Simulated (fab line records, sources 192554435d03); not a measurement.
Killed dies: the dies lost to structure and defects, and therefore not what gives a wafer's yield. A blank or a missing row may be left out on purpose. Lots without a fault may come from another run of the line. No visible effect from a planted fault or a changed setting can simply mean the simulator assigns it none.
A lot that was struck, set against a sound lot ; flow n5-finfet ; 18 steps out of a route of 1938
Sound: these wafers, L897.2, L897.4, L897.6. Struck: wafers L903.2, L903.3. (L903.1 of the same lot was not struck and is left out.) The cause comes at the end.
Each step with rows lists, per side, the tool, then ch with its chambers, then its first start. Under that, the readings that differ: sound wafers ; struck wafers ; difference of the means ; sigmas: that difference in standard deviations of wafers without a fault.
alike: same words and numbers on both sides, and readings whose means sit less than 2 such deviations apart. not compared: any withheld reading, any reading some wafer has no value for, any bound like >300 that may hide the same value, and any number with overlapping values for which the record gives no deviation.
The two part at a step that has a row with sigmas, a row that says differs or no value, or rows on one side only. When numbers do not overlap yet have no deviation, they are printed without sigmas and do not part them. A reading missing from all wafers of one side parts the sides only when that side holds two or more wafers.

first, 3 steps without rows for these wafers: N5_BEOL_M4_ANNEAL_82 (time 240 s); N5_BEOL_M4_SPUTTER_86 (material Cu, target thk 4.5 nm, time 8.29 s); N5_BEOL_M4_ANNEAL_87 (time 240 s).
N5_BEOL_M4_SPUTTER_88: material Cu, target thk 4.5 nm, time 8.29 s.
  sound: pvd-sputter-03 at day 9 03:26; struck: pvd-sputter-03 at day 10 10:38
  alike: throttle-valve-pct
N5_BEOL_M4_ANNEAL_89: time 240 s.
  sound: pvd-sputter-03 at day 9 03:31; struck: pvd-sputter-03 at day 10 10:43
  alike: heater-power-w, susceptor_temp_C_max
N5_BEOL_M4_SPUTTER_90: material Cu, target thk 4.5 nm, time 8.29 s.
  sound: pvd-sputter-03 at day 9 03:39; struck: pvd-sputter-03 at day 10 10:51
  alike: throttle-valve-pct
then, 1 step without rows for these wafers: N5_BEOL_M4_ANNEAL_91 (time 240 s).
N5_BEOL_M4_SPUTTER_92: material Cu, target thk 4.5 nm, time 8.29 s.
  sound: pvd-sputter-03 at day 9 03:52; struck: pvd-sputter-03 at day 10 11:04
  alike: throttle-valve-pct
then, 4 steps without rows for these wafers: N5_BEOL_M4_ANNEAL_93 (time 240 s); N5_BEOL_M4_SPUTTER_94 (material Cu, target thk 4.5 nm, time 8.29 s); N5_BEOL_M4_ANNEAL_95 (time 240 s); N5_BEOL_M4_SPUTTER_96 (material Cu, target thk 4.5 nm, time 8.29 s).
N5_BEOL_M4_ECD_50: material Cu, target thk 300 nm.
  sound on ecd-cu-01 ch 0,1, day 9 04:26; struck on ecd-cu-02 ch 0, day 10 11:37
reading;sound;struck;difference;sigmas
model.Cu_of_BEOL_M4_ECD_50.thk-nm (nm);297.2 297.4 297.2;429.6 433.2;+134.1;
N5_BEOL_M4_ANNEAL_51: time 90 s.
  sound on rtp-anneal-02 ch 0, day 9 04:33; struck on rtp-anneal-01 ch 0, day 10 11:43
  alike: wafer_temp_C_max
N5_BEOL_M4_CMP_52: polishes, stops on SiOC, t overpolish 6.8 s, target thk 40 nm.
  sound on cmp-02 ch 1,2, day 9 04:48; struck on cmp-02 ch 1,3, day 10 12:02
reading;sound;struck;difference;sigmas
time-to-endpoint-s (s);58.9 58.2 59.3;88.7 86.2;+28.7;+12
  alike: edge-zone-pressure-frac, motor-current-A
  not compared: pad-life-wafers
N5_BEOL_M4_THK_MEAS_53: measures by xrf.
  sound: film-metro-01 at day 9 05:06; struck: film-metro-01 at day 10 12:18
  alike: M4_THK
N5_BEOL_M4_RC_MEAS_101:
  sound on prober-01 ch 0, day 9 05:35; struck on prober-02 ch 0, day 10 12:37
  alike: DIBL_N, DIBL_P, IOFF_N, IOFF_P, ION_N, ION_P, SS_N, SS_P, VT_N, VT_P
-- record jumps: 4 days separate the struck wafers' starts on either side; left off in module BEOL_M4, taken up again in module PASSIVATION, whose first shown step is the route's number 1936 --
N5_PASSIVATION_PROBE_49:
  only the struck wafers here have rows in the record (prober-02, day 14 22:08); the sound ones have none

WHERE THEY PART
First at N5_BEOL_M4_CMP_52; last, within this record, at N5_PASSIVATION_PROBE_49.

WHY: whatever the simulator had introduced
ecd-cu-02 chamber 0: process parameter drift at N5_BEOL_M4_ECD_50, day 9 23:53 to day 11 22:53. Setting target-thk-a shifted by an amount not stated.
